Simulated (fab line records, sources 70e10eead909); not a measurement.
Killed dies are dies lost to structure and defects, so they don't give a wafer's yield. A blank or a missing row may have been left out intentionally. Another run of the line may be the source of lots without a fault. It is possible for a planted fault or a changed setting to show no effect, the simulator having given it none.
Matching of chambers ; flow nand harc ; NHARC_P_GATE_DESCUM_93 on rie diel-03: 4 sister chambers
The step chemistry O2, time 3 s. 18 wafers are shown with their chamber, then 9 later ones without.

## EACH WAFER AND ITS CHAMBER
wafer;chamber;showerhead plenum p Torr (Torr);drypump motor current A (A);oes product au (a.u.)
L911.2;2;1.94;5.8;1.015
L911.4;1;2.06;5.4;1.009
L911.6;3;1.83;6.5;0.985
L913.1;2;1.94;5.8;1.015
L913.4;3;1.83;6.5;1.005
L913.6;1;2.06;5.4;1.003
L915.3;2;1.94;5.8;1.006
L915.5;0;1.87;5.9;0.997
L915.6;1;2.06;5.4;1.001
L919.3;2;1.94;5.8;1.017
L919.4;1;2.06;5.4;1.000
L919.5;1;2.06;5.4;1.008
L918.1;2;1.94;5.8;1.019
L918.4;2;1.94;5.8;1.020
L918.5;2;1.94;5.8;1.019
L922.1;3;1.83;6.5;0.999
L922.2;2;1.93;5.8;1.007
L922.3;0;1.87;5.8;0.990

SIGNATURES (means of the wafers above)
reading;chamber 0;chamber 1;chamber 2;chamber 3;scatter within a chamber
showerhead plenum p Torr;1.8700;2.0600;1.9387;1.8300;0.0025
drypump motor current A;5.850;5.400;5.800;6.500;0.0189
oes product au;0.99350;1.00420;1.01475;0.99633;0.00602
Rule: a wafer's distance from a chamber is the root of the sum, over the readings, of the square of ((its reading less the chamber's mean) divided by the reading's scatter). The wafer belongs to the nearest chamber; if the next one is less than 2 further off, it can't be placed. The scatter is the square root of a quotient: the sum, over the shown wafers, of each reading's squared deviation from its chamber's mean, divided by wafers minus chambers.

## WAFERS WHOSE CHAMBER IS MISSING
wafer;showerhead plenum p Torr (Torr);drypump motor current A (A);oes product au (a.u.)
L927.2;1.87;5.8;0.996
L927.3;2.05;5.4;1.020
L927.6;2.05;5.3;1.000
L926.1;1.83;6.5;1.004
L926.4;1.93;5.8;1.013
L926.5;1.87;5.9;0.999
L933.3;1.93;5.8;1.014
L933.5;1.83;6.5;0.998
L933.6;1.87;5.9;0.989

## THE CHAMBER EACH PASSED THROUGH
wafer;from the rows above;in truth
L927.2;0;0
L927.3;1;1
L927.6;1;1
L926.1;3;3
L926.4;2;2
L926.5;0;0
L933.3;2;2
L933.5;3;3
L933.6;0;0
Correct placement for 9 of the 9. From these rows, 0 cannot be placed. Wrongly placed: 0.
